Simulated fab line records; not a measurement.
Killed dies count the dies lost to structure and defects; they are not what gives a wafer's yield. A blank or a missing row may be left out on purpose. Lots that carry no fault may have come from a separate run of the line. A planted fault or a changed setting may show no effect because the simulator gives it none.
A single fault, viewed from 3 desks / flow n5 finfet / each desk has only its own numbers; what lay behind them comes last

## THE DEFECT DESK
Counts from the inspections along the route, per lot, as means over the sampled wafers that have a number. Marked OUT: a lot whose mean sits more than 4 standard deviations from the usual mean, which makes it out of limits; the brackets give that distance.
Columns: A = raw defect count at N5_BEOL_M6_INSPECT_13, usual 390
lot=L273; first seen here=day 10 02:59; A=404
lot=L284; first seen here=day 14 02:38; A=409
lot=L278; first seen here=day 14 04:52; A=577
lot=L282; first seen here=day 14 08:42; A=387
lot=L287; first seen here=day 15 11:38; A=528
lot=L291; first seen here=day 16 15:19; A=331
This desk found nothing out of limits on any of the 6 lots.

## AT THE TOOL OWNER'S DESK: rie diel-01
The tool's own readings at N5_BEOL_M6_ETCH_62 (etches SOC in N2/H2, target depth 110 nm, overetch 22 nm, time 165 s): means of the sampled wafers that have a number, for each lot that ran on this tool. Marked OUT: a lot whose mean sits more than 4 standard deviations from the usual mean, which makes it out of limits; the brackets give that distance.
Columns: A = drypump motor current A at N5_BEOL_M6_ETCH_62, usual 5.8 A; B = oes product au at N5_BEOL_M6_ETCH_62, usual 0.67 a.u.; C = rf fwd power W at N5_BEOL_M6_ETCH_62, usual 838.0 W; D = rf vpp V at N5_BEOL_M6_ETCH_62, usual 523.8 V; E = showerhead plenum p Torr at N5_BEOL_M6_ETCH_62, usual 2.54 Torr; F = temp c at N5_BEOL_M6_ETCH_62, usual 40.01 C; G = throttle valve pct at N5_BEOL_M6_ETCH_62, usual 17.89 %
lot=L284; first seen here=day 14 02:45; A=5.5; B=0.73; C=835.5; D=523.8; E=2.54; F=39.94; G=17.52
lot=L282; first seen here=day 14 08:50; A=5.8; B=0.64; C=837.2; D=522.3; E=2.50; F=39.91; G=18.06
lot=L291; first seen here=day 16 15:26; A=5.5; B=0.60; C=838.3; D=523.0; E=2.52; F=39.97; G=18.20
This desk found nothing out of limits on any of the 3 lots.

## METROLOGY DESK
Means of the sampled wafers that have a number, per lot and without regard to the tool the lot ran on: this is what the gauges read. Marked OUT: a lot whose mean sits more than 4 standard deviations from the usual mean, which makes it out of limits; the brackets give that distance.
Columns: A = cd nm at N5_BEOL_M6_CD_MEAS_11, usual 38.7 nm; B = M6_OVL at N5_BEOL_M6_OVL_MEAS_12, usual 0.1 nm
lot=L273; first seen here=day 10 02:56; A=38.9; B=-0.2
lot=L284; first seen here=day 14 02:34; A=38.6; B=1.3
lot=L278; first seen here=day 14 04:49; A=38.8; B=0.5
lot=L282; first seen here=day 14 08:39; A=38.6; B=-0.2
lot=L287; first seen here=day 15 11:35; A=38.6; B=0.7
lot=L291; first seen here=day 16 15:16; A=38.6; B=2.0
This desk found nothing out of limits on any of the 6 lots.

## ALL TOGETHER
Nothing the defect desk looked at was out of limits.
The desk of the tool owner found nothing out of limits.
The metrology desk saw nothing out of limits.

## WHAT THE SIMULATOR HAD PUT IN
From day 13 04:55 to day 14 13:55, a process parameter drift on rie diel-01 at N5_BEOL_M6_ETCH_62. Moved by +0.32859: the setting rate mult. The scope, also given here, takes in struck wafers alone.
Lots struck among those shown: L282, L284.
